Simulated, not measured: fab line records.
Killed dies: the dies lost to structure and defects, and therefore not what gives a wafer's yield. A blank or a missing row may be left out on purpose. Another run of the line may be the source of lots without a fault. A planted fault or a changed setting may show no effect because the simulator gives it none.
Chamber matching | flow n5 finfet | N5_MIM_TOP_ALD_00 on ald hk-01 has 4 sister chambers
The step deposits Al2O3, purge time 3 s, co reactant pulse time 3 s. 8 wafers are shown with their chamber, then 8 later ones without.

EACH WAFER AND ITS CHAMBER
wafer  | chamber | precursor pulse height rel
L074.1 | 1       | 0.992
L081.2 | 1       | 1.034
L081.4 | 0       | 1.011
L081.5 | 2       | 1.005
L091.2 | 3       | 1.007
L091.4 | 2       | 1.025
L091.6 | 0       | 0.991
L090.1 | 3       | 0.988

WAFERS WITH NO CHAMBER GIVEN
wafer  | precursor pulse height rel
L090.5 | 0.971
L090.6 | 0.988
L092.2 | 1.011
L092.5 | 1.032
L092.6 | 0.971
L095.1 | 0.964
L095.5 | 0.993
L095.6 | 0.989

WHICH CHAMBER EACH WENT THROUGH
wafer  | from the rows above               | in truth
L090.5 | can't be placed: 3 or 0 or 1 or 2 | 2
L090.6 | can't be placed: 3 or 0 or 1 or 2 | 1
L092.2 | can't be placed: 1 or 2 or 0 or 3 | 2
L092.5 | can't be placed: 2 or 1 or 0 or 3 | 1
L092.6 | can't be placed: 3 or 0 or 1 or 2 | 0
L095.1 | can't be placed: 3 or 0 or 1 or 2 | 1
L095.5 | can't be placed: 3 or 0 or 1 or 2 | 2
L095.6 | can't be placed: 3 or 0 or 1 or 2 | 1
0 of 8 placed correctly. Not placeable from these rows: 8 (in 8, the candidates include the true chamber). Wrongly placed: 0.
How it was worked out, from the rows above alone: a wafer's distance from a chamber is the root of the sum, over the readings, of the square of ((its reading less the chamber's mean) divided by the reading's scatter). The wafer belongs to the nearest chamber; if the next one is less than 2 further off, it can't be placed. A chamber's mean is the mean of its shown wafers. The scatter is the square root of a quotient: the sum, over the shown wafers, of each reading's squared deviation from its chamber's mean, divided by wafers minus chambers.
